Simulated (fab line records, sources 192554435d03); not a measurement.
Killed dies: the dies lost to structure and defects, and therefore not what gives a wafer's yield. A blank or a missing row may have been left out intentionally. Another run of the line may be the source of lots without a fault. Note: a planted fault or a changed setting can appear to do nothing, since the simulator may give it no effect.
Split-lot study | flow n5_finfet | on a route of 1938 steps: 7 lots, 39 wafers read

## THE SPLIT ITSELF
At N5_PMOS_HMC_CHANNEL_EPI_DESCUM_14 (chemistry O2, time 7.9 s), the setting time_s was moved away from the recipe's 7.9 s on 15 of the 39 wafers read, by -44.9% to +49.5%. All remaining wafers had this setting at the recipe value.

The reading is taken at the split's own step.

## THE READING
CAR-ArF-block_of_PMOS_HMC_CHANNEL_EPI_COAT_03.thk_nm (the simulator's own value, which no gauge read), in nm, at N5_PMOS_HMC_CHANNEL_EPI_DESCUM_14 (chemistry O2, time 7.9 s). There is no usual value for it anywhere in the file. Here, 24 wafers ran the recipe; their average is 198.6 nm with a standard deviation of 0.5 nm.

wafer  | tool, chamber at the split | time_s as run, s | against the recipe | CAR-ArF-block_of_PMOS_HMC_CHANNEL_EPI_COAT_03.thk_nm, nm | against lot-mates on the recipe
L075.1 | rie_diel-03, 3             | 7.9              | recipe             | 199.1                                                    | -
L075.2 | rie_diel-03, 0,3           | 5.707            | -27.8%             | 200.7                                                    | +1.3
L075.5 | rie_diel-03, 0,3           | 5.707            | -27.8%             | 200.7                                                    | +1.3
L075.3 | rie_diel-03, 2             | 7.9              | recipe             | 199.6                                                    | -
L075.4 | rie_diel-03, 1             | 7.9              | recipe             | 199.4                                                    | -
L075.6 | rie_diel-03, 2             | 5.707            | -27.8%             | 201                                                      | +1.6
L076.1 | rie_diel-01, 2             | 7.9              | recipe             | 198.6                                                    | -
L076.2 | rie_diel-01, 3             | 7.9              | recipe             | 197.8                                                    | -
L076.3 | rie_diel-01, 1             | 7.9              | recipe             | 198.4                                                    | -
L076.4 | rie_diel-01, 0,1           | 7.9              | recipe             | 198.5                                                    | -
L076.6 | rie_diel-01, 0,1           | 7.9              | recipe             | 198.5                                                    | -
L076.5 | rie_diel-01, 0             | 7.9              | recipe             | 198.8                                                    | -
L077.1 | rie_diel-01, 3             | 7.9              | recipe             | 198.6                                                    | -
L077.2 | rie_diel-01, 2             | 7.9              | recipe             | 199.9                                                    | -
L077.3 | rie_diel-01, 0             | 11.81            | +49.5%             | 196.3                                                    | -2.7
L077.4 | rie_diel-01, 1             | 7.9              | recipe             | 198.5                                                    | -
L077.5 | rie_diel-01, 0,3           | 11.81            | +49.5%             | 196.7                                                    | -2.3
L077.6 | rie_diel-01, 0,3           | 11.81            | +49.5%             | 196.7                                                    | -2.3
L082.1 | rie_diel-03, 2             | 4.35             | -44.9%             | 200.3                                                    | +1.9
L082.2 | rie_diel-03, 0             | 4.35             | -44.9%             | 200.8                                                    | +2.4
L082.3 | rie_diel-03, 3             | 7.9              | recipe             | 198.5                                                    | -
L082.4 | rie_diel-03, 1             | 7.9              | recipe             | 198.2                                                    | -
L082.5 | rie_diel-03, 1             | 4.35             | -44.9%             | 199.9                                                    | +1.5
L082.6 | rie_diel-03, 0             | 7.9              | recipe             | 198.6                                                    | -
L083.1 | rie_diel-03, 3             | 4.883            | -38.2%             | 200                                                      | +1.6
L083.2 | rie_diel-03, 1             | 7.9              | recipe             | 198.1                                                    | -
L083.3 | rie_diel-03, 2             | 4.883            | -38.2%             | 199.3                                                    | +0.9
L083.4 | rie_diel-03, 0             | 7.9              | recipe             | 198.4                                                    | -
L083.5 | rie_diel-03, 0             | 7.9              | recipe             | 198.8                                                    | -
L083.6 | rie_diel-03, 3             | 4.883            | -38.2%             | 199.6                                                    | +1.2
L088.2 | rie_diel-01, 3             | 7.9              | recipe             | 199                                                      | -
L088.5 | rie_diel-01, 0             | 7.9              | recipe             | 198.2                                                    | -
L088.6 | rie_diel-01, 3             | 7.9              | recipe             | 197.9                                                    | -
L089.1 | rie_diel-04, 1             | 10.55            | +33.5%             | 196.7                                                    | -1.5
L089.2 | rie_diel-04, 3             | 10.55            | +33.5%             | 196.9                                                    | -1.3
L089.3 | rie_diel-04, 1             | 7.9              | recipe             | 198.4                                                    | -
L089.4 | rie_diel-04, 3             | 10.55            | +33.5%             | 196.6                                                    | -1.6
L089.5 | rie_diel-04, 3             | 7.9              | recipe             | 198.1                                                    | -
L089.6 | rie_diel-04, 1             | 7.9              | recipe             | 198.2                                                    | -
If several chambers appear in one row, that row covers several wafers at once and the file leaves open which wafer was in which chamber.

FIT RESULTS
A straight line over all 39 wafers: CAR-ArF-block_of_PMOS_HMC_CHANNEL_EPI_COAT_03.thk_nm changes by -0.0437 nm for each +1% of time_s; r = -0.89; the points scatter about the line by 0.56 nm.
The same after taking each lot's own level away (the mean of its wafers on the recipe; 39 wafers): -0.0439 nm for each +1%; r = -0.95; scatter 0.36 nm.
On that fit, the largest move of time_s shifts the reading by 2.2 nm.
Measured against the standard deviation above, the lots' own levels, which go from 198.23 to 199.37 nm, span 2.3 times it.
The two slopes are in agreement: the lot-to-lot level therefore moves the slope only a little.
Check: -2.14 nm against its lot-mates is what the line predicts for one of the wafers moved furthest among these (+49.5%) when that wafer is left out of the fit. Against them it came out at -2.7 nm.

## FILE'S OWN FIT
CAR-ArF-block_of_PMOS_HMC_CHANNEL_EPI_COAT_03.thk_nm changes by -0.0436 nm for each +1% of time_s, r = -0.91.
